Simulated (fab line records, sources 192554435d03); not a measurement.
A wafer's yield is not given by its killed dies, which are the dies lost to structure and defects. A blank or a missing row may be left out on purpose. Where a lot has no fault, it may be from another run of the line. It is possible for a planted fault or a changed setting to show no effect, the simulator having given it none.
Which tool did it? / flow n5-finfet / 11 lots with 33 wafers sampled at 4 steps, on a route of 1938 steps

WHAT EACH GAUGE READ, for each wafer
N5_ILD0_THK_MEAS_08.
lot=L075; measured=day 4 03:16; on=film-metro-01; thk-nm (nm)=137.5 138.0 138.8
lot=L078; measured=day 4 14:17; on=film-metro-02; thk-nm (nm)=138.2 138.2 138.3
lot=L080; measured=day 5 03:22; on=film-metro-01; thk-nm (nm)=137.4 136.8 137.6
lot=L082; measured=day 5 21:42; on=film-metro-02; thk-nm (nm)=137.2 136.7 137.9
lot=L084; measured=day 6 14:22; on=film-metro-01; thk-nm (nm)=137.3 137.3 138.2
lot=L086; measured=day 6 22:55; on=film-metro-02; thk-nm (nm)=140.2 139.4 138.3
lot=L088; measured=day 7 08:11; on=film-metro-02; thk-nm (nm)=140.0 139.4 138.7
lot=L090; measured=day 7 16:38; on=film-metro-01; thk-nm (nm)=139.1 137.5 137.6
lot=L091; measured=day 8 04:23; on=film-metro-02; thk-nm (nm)=139.2 138.3 139.9
lot=L094; measured=day 8 18:17; on=film-metro-02; thk-nm (nm)=137.3 138.7 138.1
lot=L096; measured=day 9 06:24; on=film-metro-01; thk-nm (nm)=138.9 140.4 139.7

EACH LOT AND THE TOOL THAT RAN IT (in order: tool; ch and the chambers of the sampled wafers; start)
lot=L075; N5_SD_EPI_N_ETCH_16=rie-diel-06 ch 0,1, day 3 14:23; N5_SD_EPI_N_VAPOR_ETCH_50=epi-rpcvd-04 ch 0, day 3 15:23; N5_SD_EPI_P_DESCUM_14=rie-diel-02 ch 0,1,2, day 3 18:53
lot=L078; N5_SD_EPI_N_ETCH_16=rie-diel-06 ch 0,3, day 4 01:32; N5_SD_EPI_N_VAPOR_ETCH_50=epi-rpcvd-04 ch 0, day 4 02:32; N5_SD_EPI_P_DESCUM_14=rie-diel-02 ch 0,2, day 4 06:43
lot=L080; N5_SD_EPI_N_ETCH_16=rie-diel-03 ch 0,3, day 4 14:58; N5_SD_EPI_N_VAPOR_ETCH_50=epi-rpcvd-04 ch 0, day 4 15:51; N5_SD_EPI_P_DESCUM_14=rie-diel-04 ch 0,2,3, day 4 18:47
lot=L082; N5_SD_EPI_N_ETCH_16=rie-diel-06 ch 2,3, day 5 10:06; N5_SD_EPI_N_VAPOR_ETCH_50=epi-rpcvd-04 ch 0, day 5 11:02; N5_SD_EPI_P_DESCUM_14=rie-diel-05 ch 1,2,3, day 5 13:57
lot=L084; N5_SD_EPI_N_ETCH_16=rie-diel-03 ch 0,2,3, day 6 00:25; N5_SD_EPI_N_VAPOR_ETCH_50=epi-rpcvd-03 ch 0, day 6 01:26; N5_SD_EPI_P_DESCUM_14=rie-diel-02 ch 0,3, day 6 04:53
lot=L086; N5_SD_EPI_N_ETCH_16=rie-diel-06 ch 1,2,3, day 6 07:52; N5_SD_EPI_N_VAPOR_ETCH_50=epi-rpcvd-03 ch 0, day 6 08:50; N5_SD_EPI_P_DESCUM_14=rie-diel-05 ch 1,2, day 6 11:41
lot=L088; N5_SD_EPI_N_ETCH_16=rie-diel-01 ch 0,1,3, day 6 15:47; N5_SD_EPI_N_VAPOR_ETCH_50=epi-rpcvd-02 ch 0, day 6 16:59; N5_SD_EPI_P_DESCUM_14=rie-diel-05 ch 2,3, day 6 22:43
lot=L090; N5_SD_EPI_N_ETCH_16=rie-diel-01 ch 1,3, day 7 01:35; N5_SD_EPI_N_VAPOR_ETCH_50=epi-rpcvd-04 ch 0, day 7 02:46; N5_SD_EPI_P_DESCUM_14=rie-diel-04 ch 1,2, day 7 07:09
lot=L091; N5_SD_EPI_N_ETCH_16=rie-diel-01 ch 0,1,3, day 7 12:22; N5_SD_EPI_N_VAPOR_ETCH_50=epi-rpcvd-04 ch 0, day 7 13:32; N5_SD_EPI_P_DESCUM_14=rie-diel-05 ch 1,2,3, day 7 18:31
lot=L094; N5_SD_EPI_N_ETCH_16=rie-diel-06 ch 0,2,3, day 8 03:46; N5_SD_EPI_N_VAPOR_ETCH_50=epi-rpcvd-03 ch 0, day 8 04:48; N5_SD_EPI_P_DESCUM_14=rie-diel-05 ch 2,3, day 8 08:13
lot=L096; N5_SD_EPI_N_ETCH_16=rie-diel-01 ch 0,1,2, day 8 15:24; N5_SD_EPI_N_VAPOR_ETCH_50=epi-rpcvd-02 ch 0, day 8 16:31; N5_SD_EPI_P_DESCUM_14=rie-diel-04 ch 0,2,3, day 8 21:27
- N5_SD_EPI_N_ETCH_16: etches SiO2 in CHF3/O2, target depth 5 nm.
- N5_SD_EPI_N_VAPOR_ETCH_50: etches Si in HCl, time 54 s.
- N5_SD_EPI_P_DESCUM_14: chemistry O2, time 7.9 s.

THE ANSWER, worked out from the rows above alone
Rule: usual is defined by the lots themselves. The widest of any qualifying gaps counts: lots, ordered by their means at a reading, are off when they make up no more than a third of the lots, leave a main group of 4 or more, and stand apart from it by 3 or more times the standard deviation of that group's means. If all means in a main group match to the digits the tables above print for the reading, that group is not used. A lot without any number at a reading at which 4 lots or more have one is off too. All remaining lots with rows at the step are treated as sound.
Nothing can be told from this: no lot is off at any reading shown.

WHAT THE SIMULATOR HAD PUT IN
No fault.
